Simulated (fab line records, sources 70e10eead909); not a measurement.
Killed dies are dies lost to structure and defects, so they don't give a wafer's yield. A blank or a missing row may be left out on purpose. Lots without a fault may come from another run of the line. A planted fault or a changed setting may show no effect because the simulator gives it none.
Chamber matching | flow nand_harc | NHARC_A_CHANNEL_HOLE_D2_ETCH_38 on rie_diel-04: 4 sister chambers
The step etches the open film in CF4, target depth 39 nm, time 65 s. 4 wafers are shown with their chamber, then 8 later ones without.

WAFERS WITH THEIR CHAMBER
wafer  | chamber | drypump_motor_current_A (A)
L086.4 | 2       | 4.7
L089.4 | 3       | 5.9
L089.5 | 0       | 5.7
L090.1 | 1       | 6.1

WAFERS WITHOUT THEIR CHAMBER
wafer  | drypump_motor_current_A (A)
L090.2 | 4.7
L090.3 | 5.9
L091.2 | 4.7
L091.3 | 5.9
L091.6 | 5.9
L093.3 | 5.9
L093.5 | 4.7
L093.6 | 6.0

WHICH CHAMBER EACH WENT THROUGH
wafer  | from the rows above     | in truth
L090.2 | 2                       | 2
L090.3 | 3                       | 3
L091.2 | 2                       | 2
L091.3 | 3                       | 3
L091.6 | 3                       | 3
L093.3 | 3                       | 3
L093.5 | 2                       | 2
L093.6 | can't be placed: 1 or 3 | 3
Placed correctly: 7 of 8. Can't be placed from these rows: 1 (the true chamber is among the candidates in 1). Placed wrongly: 0.
How it was worked out, from the rows above alone: a wafer's distance from a chamber is the root of the sum, over the readings, of the square of ((its reading less the chamber's mean) divided by the reading's scatter). The wafer belongs to the nearest chamber; if the next one is less than 2 further off, it can't be placed. A chamber's mean is the mean of its shown wafers. The scatter: with one shown wafer a chamber, the root of the mean of the squares of how far each hidden wafer lies from its nearest shown one.
